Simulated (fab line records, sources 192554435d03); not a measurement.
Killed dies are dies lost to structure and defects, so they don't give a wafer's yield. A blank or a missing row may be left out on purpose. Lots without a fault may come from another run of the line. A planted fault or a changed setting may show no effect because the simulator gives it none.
Chamber matching | flow n5_finfet | N5_GATE_CUT_ETCH_37 on rie_diel-03: 4 sister chambers
The step etches SOC in N2/H2, target depth 60 nm, overetch 12 nm, time 90 s. 16 wafers are shown with their chamber, then 8 later ones without.

WAFERS WITH THEIR CHAMBER
wafer  | chamber | drypump_motor_current_A (A) | showerhead_plenum_p_Torr (Torr) | oes_product_au (a.u.)
L080.1 | 2       | 5.6                         | 2.53                            | 0.66
L080.2 | 0       | 6.0                         | 2.60                            | 0.84
L080.4 | 1       | 5.7                         | 2.52                            | 0.62
L082.4 | 2       | 5.6                         | 2.53                            | 0.66
L082.5 | 1       | 5.7                         | 2.52                            | 0.62
L082.6 | 2       | 5.6                         | 2.53                            | 0.66
L083.1 | 3       | 5.0                         | 2.42                            | 0.64
L083.2 | 0       | 5.9                         | 2.60                            | 0.83
L083.6 | 3       | 5.0                         | 2.42                            | 0.65
L086.1 | 3       | 5.0                         | 2.41                            | 0.64
L086.2 | 2       | 5.6                         | 2.53                            | 0.66
L086.3 | 0       | 6.0                         | 2.60                            | 0.82
L088.1 | 3       | 5.0                         | 2.41                            | 0.64
L088.4 | 0       | 5.9                         | 2.60                            | 0.82
L088.5 | 1       | 5.7                         | 2.51                            | 0.62
L087.1 | 2       | 5.6                         | 2.53                            | 0.66

SIGNATURES (means of the wafers above)
reading                  | chamber 0 | chamber 1 | chamber 2 | chamber 3 | scatter within a chamber
drypump_motor_current_A  | 5.950     | 5.700     | 5.600     | 5.000     | 0.0289
showerhead_plenum_p_Torr | 2.6000    | 2.5167    | 2.5300    | 2.4150    | 0.00373
oes_product_au           | 0.8275    | 0.6200    | 0.6600    | 0.6425    | 0.0054
Rule: a wafer's distance from a chamber is the root of the sum, over the readings, of the square of ((its reading less the chamber's mean) divided by the reading's scatter). The wafer belongs to the nearest chamber; if the next one is less than 2 further off, it can't be placed. The scatter: the root of (the sum of the squares of (reading less its chamber's mean) over the shown wafers, divided by (wafers less chambers)).

WAFERS WITHOUT THEIR CHAMBER
wafer  | drypump_motor_current_A (A) | showerhead_plenum_p_Torr (Torr) | oes_product_au (a.u.)
L087.3 | 5.7                         | 2.51                            | 0.63
L087.4 | 5.6                         | 2.53                            | 0.66
L092.2 | 6.0                         | 2.60                            | 0.80
L092.3 | 5.6                         | 2.52                            | 0.65
L092.4 | 5.6                         | 2.51                            | 0.62
L093.1 | 6.0                         | 2.59                            | 0.80
L093.2 | 5.6                         | 2.52                            | 0.65
L093.4 | 5.7                         | 2.51                            | 0.61

WHICH CHAMBER EACH WENT THROUGH
wafer  | from the rows above | in truth
L087.3 | 1                   | 1
L087.4 | 2                   | 2
L092.2 | 0                   | 0
L092.3 | 2                   | 2
L092.4 | 1                   | 1
L093.1 | 0                   | 0
L093.2 | 2                   | 2
L093.4 | 1                   | 1
Placed correctly: 8 of 8. Can't be placed from these rows: 0. Placed wrongly: 0.
